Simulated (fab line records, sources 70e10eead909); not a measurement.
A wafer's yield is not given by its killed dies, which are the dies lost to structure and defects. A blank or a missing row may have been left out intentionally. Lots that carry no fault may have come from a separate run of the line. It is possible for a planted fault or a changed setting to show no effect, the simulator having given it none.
fab line records + flow nand-harc + part 2 of 2: steps 13 to 19 of 19
record
- lots=5
- wafers=15
- last-day=29
route steps=1302 shown A_CHANNEL_HOLE_D1@464
lots with no fault: from the same line, run without faults
start-h: start of the lot's first displayed wafer, in hours after the record's first day + wait-h: hours from the lot's prior step to this one + " identical to the entry in the row above + L1.1+2: a single row standing in for several wafers + - no value, or no start given + * or withheld: withheld + < > ~ a bound
route shown NAME@n: NAME is a module with steps in the file, n the number in the route of the first one + usual: average and standard deviation across the fault-free wafers + same: alike in all rows + chamber/n: place in a boat + sites: per-site readings + _std_site: the standard deviation of these + _edge_site: the outer-site mean with the inner-site mean subtracted + radius-mm: for every site, how far away it sits from the centre of the wafer + mask NAME#n: copy n + behind: the tool/chamber that last shaped the wafer + hold: the reason the lot was held/the length of the hold in hours/how it ended + device: which transistor (n, p or np) failed to switch + end of line: tests of these same wafers at the route's end + a step without rows: its recipe alone + killed: count of dies lost to structure and defects at first sort (not the wafer's yield) + map: a wafer's dies, marking killed ones x, the rest . and places with no die _
set.NAME: the setting the step ran with; set.NAME@STEP: the setting that earlier step ran with + model.NAME: the simulator's own value behind a step, which no gauge read
lots at some steps of the route; a table a step, a row a wafer
services: the hour from which a tool's chamber was out of use, counted from the record's first day as start-h (under 0 if before that day), plus the number of hours and why
## steps
# step NHARC_A_CHANNEL_HOLE_D1_ETCH_24
# recipe
- bias-v=5000
- source-w=withheld
- pressure-mtorr=20
- time-s=906.2
- ar-flow-sccm=375
- c4f8-flow-sccm=93.8
- o2-flow-sccm=31.2
- temp-c=-20
- target-depth-a=15000
- chemistry=C4F8/O2/Ar
# usual
- c4f8-flow-sccm=93.81/0.28
- drypump-motor-current-A=5.6/0.36
- mfc-ar-sccm=375.0/1.1
- showerhead-plenum-p-Torr=3.63/0.13
- throttle-valve-pct=32.235/0.01
| lot.wafer | tool        | chamber | start-h | wait-h | c4f8-flow-sccm | drypump-motor-current-A | mfc-ar-sccm | rf-hours-counter-h | showerhead-plenum-p-Torr | throttle-valve-pct |
|-----------|-------------|---------|---------|--------|----------------|-------------------------|-------------|--------------------|--------------------------|--------------------|
| L076.2    | har-etch-02 | 1       | 198.92  | 0.6    | 93.59          | 5.7                     | 375.5       | 309                | 3.41                     | 32.235             |
| L076.4    | "           | 1       | "       | "      | 93.80          | 5.7                     | 375.9       | -                  | 3.41                     | 32.235             |
| L076.5    | "           | 1       | "       | "      | 93.83          | 5.7                     | 373.6       | -                  | 3.41                     | 32.231             |
| L082.1    | har-etch-01 | 1       | 263.96  | 0.6    | 93.57          | 5.1                     | 373.9       | 132                | 3.70                     | 32.230             |
| L082.3    | "           | 0       | "       | "      | 93.80          | 6.1                     | 376.4       | -                  | 3.61                     | 32.217             |
| L082.5    | "           | 0       | "       | "      | 94.30          | 6.1                     | 376.8       | -                  | 3.61                     | 32.233             |
| L083.3    | har-etch-01 | 0       | 283.26  | 0.6    | 93.65          | 6.1                     | 373.7       | -                  | 3.61                     | 32.243             |
| L083.5    | "           | 1       | "       | "      | 93.69          | 5.1                     | 375.8       | -                  | 3.70                     | 32.237             |
| L083.6    | "           | 0       | "       | "      | 93.41          | 6.1                     | 374.0       | -                  | 3.61                     | 32.256             |
| L086.2    | har-etch-01 | 1       | 299.64  | 0.6    | 93.85          | 5.1                     | 375.2       | 158                | 3.69                     | 32.241             |
| L086.3    | "           | 0       | "       | "      | 94.47          | 6.0                     | 374.5       | -                  | 3.60                     | 32.245             |
| L086.4    | "           | 1       | "       | "      | 93.67          | 5.1                     | 377.1       | -                  | 3.69                     | 32.241             |
| L087.2    | har-etch-02 | 1       | 304.39  | 0.6    | 94.11          | 5.7                     | 373.6       | 366                | 3.92                     | 32.256             |
| L087.6    | "           | 1       | "       | "      | 93.75          | 5.7                     | 374.0       | -                  | 3.92                     | 32.230             |
| L087.5    | "           | 0       | "       | "      | 94.13          | 5.7                     | 373.5       | -                  | 3.66                     | 32.224             |
# step NHARC_A_CHANNEL_HOLE_D1_ETCH_25
# recipe
- bias-v=5000
- source-w=withheld
- pressure-mtorr=20
- time-s=1040.2
- ar-flow-sccm=375
- c4f8-flow-sccm=93.8
- o2-flow-sccm=31.2
- temp-c=-20
- target-depth-a=15000
- chemistry=C4F8/O2/Ar
# usual
- c4f8-flow-sccm=93.80/0.27
- drypump-motor-current-A=5.6/0.36
- mfc-ar-sccm=375.0/1.2
- showerhead-plenum-p-Torr=3.63/0.13
- throttle-valve-pct=32.235/0.0091
| lot.wafer | tool        | chamber | start-h | wait-h | c4f8-flow-sccm | drypump-motor-current-A | mfc-ar-sccm | rf-hours-counter-h | showerhead-plenum-p-Torr | throttle-valve-pct |
|-----------|-------------|---------|---------|--------|----------------|-------------------------|-------------|--------------------|--------------------------|--------------------|
| L076.2    | har-etch-02 | 1       | 199.69  | 0.6    | 93.88          | 5.7                     | 376.3       | 310                | 3.41                     | 32.217             |
| L076.4    | "           | 1       | "       | "      | 93.50          | 5.7                     | 376.1       | -                  | 3.41                     | 32.216             |
| L076.5    | "           | 1       | "       | "      | 93.83          | 5.7                     | 376.4       | -                  | 3.41                     | 32.238             |
| L082.1    | har-etch-01 | 1       | 264.74  | 0.7    | 93.45          | 5.1                     | 374.8       | 132                | 3.70                     | 32.256             |
| L082.3    | "           | 0       | "       | "      | 93.77          | 6.1                     | 374.5       | -                  | 3.61                     | 32.228             |
| L082.5    | "           | 0       | "       | "      | 94.15          | 6.1                     | 374.3       | -                  | 3.61                     | 32.237             |
| L083.3    | har-etch-01 | 0       | 284.09  | 0.7    | 93.78          | 6.1                     | 375.8       | -                  | 3.61                     | 32.244             |
| L083.5    | "           | 1       | "       | "      | 93.91          | 5.1                     | 376.5       | -                  | 3.69                     | 32.223             |
| L083.6    | "           | 0       | "       | "      | 93.61          | 6.1                     | 375.4       | -                  | 3.61                     | 32.238             |
| L086.2    | har-etch-01 | 1       | 300.42  | 0.7    | 93.73          | 5.1                     | 372.6       | 159                | 3.69                     | 32.225             |
| L086.3    | "           | 0       | "       | "      | 93.73          | 6.1                     | 374.9       | -                  | 3.60                     | 32.229             |
| L086.4    | "           | 1       | "       | "      | 93.85          | 5.1                     | 372.2       | -                  | 3.69                     | 32.239             |
| L087.2    | har-etch-02 | 1       | 305.15  | 0.6    | 93.86          | 5.7                     | 375.2       | 367                | 3.92                     | 32.227             |
| L087.6    | "           | 1       | "       | "      | 93.17          | 5.7                     | 377.3       | -                  | 3.92                     | 32.254             |
| L087.5    | "           | 0       | "       | "      | 94.18          | 5.7                     | 374.9       | -                  | 3.66                     | 32.236             |
# step NHARC_A_CHANNEL_HOLE_D1_ETCH_26
# recipe
- bias-v=300
- source-w=2000
- pressure-mtorr=30
- time-s=224.1
- ar-flow-sccm=375
- c4f8-flow-sccm=11.4
- o2-flow-sccm=113.6
- temp-c=-20
- target-depth-a=3000
- chemistry=C4F8/O2/Ar
# usual
- c4f8-flow-sccm=11.40/0.033
- drypump-motor-current-A=5.6/0.36
- mfc-ar-sccm=375.1/1.2
- showerhead-plenum-p-Torr=3.68/0.14
- throttle-valve-pct=24.584/0.0084
| lot.wafer | tool        | chamber | start-h | wait-h | c4f8-flow-sccm | drypump-motor-current-A | mfc-ar-sccm | rf-hours-counter-h | showerhead-plenum-p-Torr | throttle-valve-pct |
|-----------|-------------|---------|---------|--------|----------------|-------------------------|-------------|--------------------|--------------------------|--------------------|
| L076.2    | har-etch-02 | 1       | 200.56  | 0.7    | 11.45          | 5.7                     | 372.2       | 310                | 3.44                     | 24.601             |
| L076.4    | "           | 1       | "       | "      | 11.36          | 5.7                     | 373.8       | -                  | 3.44                     | 24.575             |
| L076.5    | "           | 1       | "       | "      | 11.38          | 5.7                     | 375.0       | -                  | 3.44                     | 24.581             |
| L082.1    | har-etch-01 | 1       | 265.50  | 0.6    | 11.39          | 5.1                     | 376.2       | 133                | 3.75                     | 24.584             |
| L082.3    | "           | 0       | "       | "      | 11.44          | 6.1                     | 375.9       | -                  | 3.66                     | 24.585             |
| L082.5    | "           | 0       | "       | "      | 11.45          | 6.0                     | 374.6       | -                  | 3.66                     | 24.590             |
| L083.3    | har-etch-01 | 0       | 284.64  | 0.4    | 11.39          | 6.1                     | 377.9       | -                  | 3.65                     | 24.554             |
| L083.5    | "           | 1       | "       | "      | 11.42          | 5.1                     | 375.5       | -                  | 3.75                     | 24.574             |
| L083.6    | "           | 0       | "       | "      | 11.37          | 6.1                     | 374.8       | -                  | 3.65                     | 24.581             |
| L086.2    | har-etch-01 | 1       | 301.19  | 0.6    | 11.43          | 5.1                     | 374.4       | 160                | 3.74                     | 24.592             |
| L086.3    | "           | 0       | "       | "      | 11.44          | 6.0                     | 376.4       | -                  | 3.64                     | 24.582             |
| L086.4    | "           | 1       | "       | "      | 11.43          | 5.1                     | 377.1       | -                  | 3.74                     | 24.589             |
| L087.2    | har-etch-02 | 1       | 306.04  | 0.7    | 11.38          | 5.7                     | 374.0       | 368                | 3.98                     | 24.589             |
| L087.6    | "           | 1       | "       | "      | 11.35          | 5.7                     | 374.2       | -                  | 3.98                     | 24.576             |
| L087.5    | "           | 0       | "       | "      | 11.30          | 5.7                     | 374.2       | -                  | 3.70                     | 24.597             |
# step NHARC_A_CHANNEL_HOLE_D1_ETCH_33
# recipe
- bias-v=400
- source-w=2000
- pressure-mtorr=25
- time-s=90
- ar-flow-sccm=375
- c4f8-flow-sccm=41.7
- o2-flow-sccm=83.3
- temp-c=-20
- target-depth-a=4000
- chemistry=C4F8/O2/Ar
# usual
- c4f8-flow-sccm=41.70/0.12
- drypump-motor-current-A=5.6/0.36
- mfc-ar-sccm=375.1/1.2
- showerhead-plenum-p-Torr=3.67/0.14
- throttle-valve-pct=27.620/0.0091
| lot.wafer | tool        | chamber | start-h | wait-h | c4f8-flow-sccm | drypump-motor-current-A | mfc-ar-sccm | rf-hours-counter-h | showerhead-plenum-p-Torr | throttle-valve-pct |
|-----------|-------------|---------|---------|--------|----------------|-------------------------|-------------|--------------------|--------------------------|--------------------|
| L076.2    | har-etch-02 | 1       | 200.76  | 0.2    | 41.61          | 5.7                     | 372.5       | 311                | 3.44                     | 27.611             |
| L076.4    | "           | 1       | "       | "      | 41.53          | 5.7                     | 373.7       | -                  | 3.44                     | 27.618             |
| L076.5    | "           | 1       | "       | "      | 41.46          | 5.7                     | 373.5       | -                  | 3.44                     | 27.614             |
| L082.1    | har-etch-01 | 1       | 265.70  | 0.2    | 41.84          | 5.1                     | 377.6       | 133                | 3.75                     | 27.602             |
| L082.3    | "           | 0       | "       | "      | 41.86          | 6.1                     | 376.7       | -                  | 3.65                     | 27.607             |
| L082.5    | "           | 0       | "       | "      | 41.78          | 6.1                     | 376.0       | -                  | 3.65                     | 27.610             |
| L083.3    | har-etch-01 | 0       | 284.83  | 0.2    | 41.68          | 6.1                     | 375.3       | -                  | 3.65                     | 27.624             |
| L083.5    | "           | 1       | "       | "      | 41.59          | 5.1                     | 374.9       | -                  | 3.74                     | 27.616             |
| L083.6    | "           | 0       | "       | "      | 41.75          | 6.1                     | 375.4       | -                  | 3.65                     | 27.618             |
| L086.2    | har-etch-01 | 1       | 301.39  | 0.2    | 41.58          | 5.1                     | 376.1       | 160                | 3.73                     | 27.613             |
| L086.3    | "           | 0       | "       | "      | 41.61          | 6.1                     | 374.3       | -                  | 3.64                     | 27.609             |
| L086.4    | "           | 1       | "       | "      | 41.60          | 5.1                     | 376.3       | -                  | 3.73                     | 27.622             |
| L087.2    | har-etch-02 | 1       | 306.24  | 0.2    | 41.61          | 5.7                     | 374.8       | 368                | 3.97                     | 27.633             |
| L087.6    | "           | 1       | "       | "      | 41.79          | 5.7                     | 374.5       | -                  | 3.97                     | 27.620             |
| L087.5    | "           | 0       | "       | "      | 41.58          | 5.7                     | 375.3       | -                  | 3.70                     | 27.603             |
# step NHARC_A_CHANNEL_HOLE_D1_STRIP_41
# recipe
- n2-flow-sccm=150
- h2-flow-sccm=150
- ar-flow-sccm=0
- bias-w=0
- chemistry=N2/H2
| lot.wafer  | tool        | chamber | start-h | wait-h |
|------------|-------------|---------|---------|--------|
| L076.2+4+5 | rie-diel-03 | 2,0,3   | 201.29  | 0.5    |
| L082.1+3+5 | rie-diel-03 | 1,2,0   | 266.21  | 0.5    |
| L083.3+6+5 | rie-diel-12 | 3,0,1   | 288.52  | 3.7    |
| L086.2+3+4 | rie-diel-12 | 1,3,0   | 301.89  | 0.5    |
| L087.2+6+5 | rie-diel-04 | 1,1,2   | 306.77  | 0.5    |
# step NHARC_A_CHANNEL_HOLE_D1_STRIP_42
# recipe
- cf4-flow-sccm=100
- chf3-flow-sccm=30
- ar-flow-sccm=0
- bias-w=0
- chemistry=CF4/CHF3
| lot.wafer  | tool        | chamber | start-h | wait-h |
|------------|-------------|---------|---------|--------|
| L076.4+2+5 | rie-diel-03 | 2,3,3   | 201.38  | 0.1    |
| L082.3+1+5 | rie-diel-03 | 0,2,0   | 266.30  | 0.1    |
| L083.3+6+5 | rie-diel-12 | 1,0,1   | 288.64  | 0.1    |
| L086.3+2+4 | rie-diel-12 | 0,1,2   | 301.98  | 0.1    |
| L087.2+5+6 | rie-diel-04 | 2,3,2   | 306.89  | 0.1    |
# step NHARC_A_CHANNEL_HOLE_D1_STRIP_43
# recipe
- o2-flow-sccm=400
- cos-flow-sccm=20
- ar-flow-sccm=0
- bias-w=0
- chemistry=O2/COS
| lot.wafer  | tool        | chamber | start-h | wait-h |
|------------|-------------|---------|---------|--------|
| L076.2+4+5 | rie-diel-03 | 3,2,3   | 201.45  | 0.1    |
| L082.3+1+5 | rie-diel-03 | 2,3,2   | 266.36  | 0.1    |
| L083.3+5+6 | rie-diel-12 | 3,1,2   | 290.07  | 1.4    |
| L086.4+3+2 | rie-diel-12 | 0,1,2   | 302.05  | 0.1    |
| L087.2+5+6 | rie-diel-04 | 1,3,1   | 306.95  | 0.1    |
## services
| tool        | chamber | start-h | hours | kind   |
|-------------|---------|---------|-------|--------|
| rie-diel-03 | -       | 176.73  | 0.3   | repair |
| rie-diel-04 | -       | 177.90  | 9.0   | pm     |
| rie-diel-03 | 0       | 186.84  | -     | clean  |
| rie-diel-03 | 1       | 186.84  | -     | clean  |
| rie-diel-03 | 2       | 186.84  | -     | clean  |
| rie-diel-03 | 3       | 186.84  | -     | clean  |
| rie-diel-03 | 0       | 211.34  | -     | clean  |
| rie-diel-03 | 1       | 211.34  | -     | clean  |
| rie-diel-03 | 2       | 211.34  | -     | clean  |
| rie-diel-03 | 3       | 211.34  | -     | clean  |
| rie-diel-12 | 1       | 219.81  | 2.7   | repair |
| rie-diel-03 | 3       | 233.74  | 10.9  | repair |
| rie-diel-03 | 0       | 235.84  | -     | clean  |
| rie-diel-03 | 1       | 235.84  | -     | clean  |
| rie-diel-03 | 2       | 235.84  | -     | clean  |
| rie-diel-12 | 1       | 247.46  | 7.9   | repair |
| rie-diel-04 | 0       | 255.46  | 68.1  | repair |
| rie-diel-03 | 0       | 260.34  | -     | clean  |
| rie-diel-03 | 1       | 260.34  | -     | clean  |
| rie-diel-04 | 1       | 261.61  | 7.5   | repair |
| rie-diel-12 | 3       | 262.30  | 14.8  | repair |
| rie-diel-12 | 2       | 267.07  | 21.9  | repair |
| rie-diel-12 | -       | 270.69  | 9.0   | pm     |
| rie-diel-03 | -       | 281.32  | 9.0   | pm     |
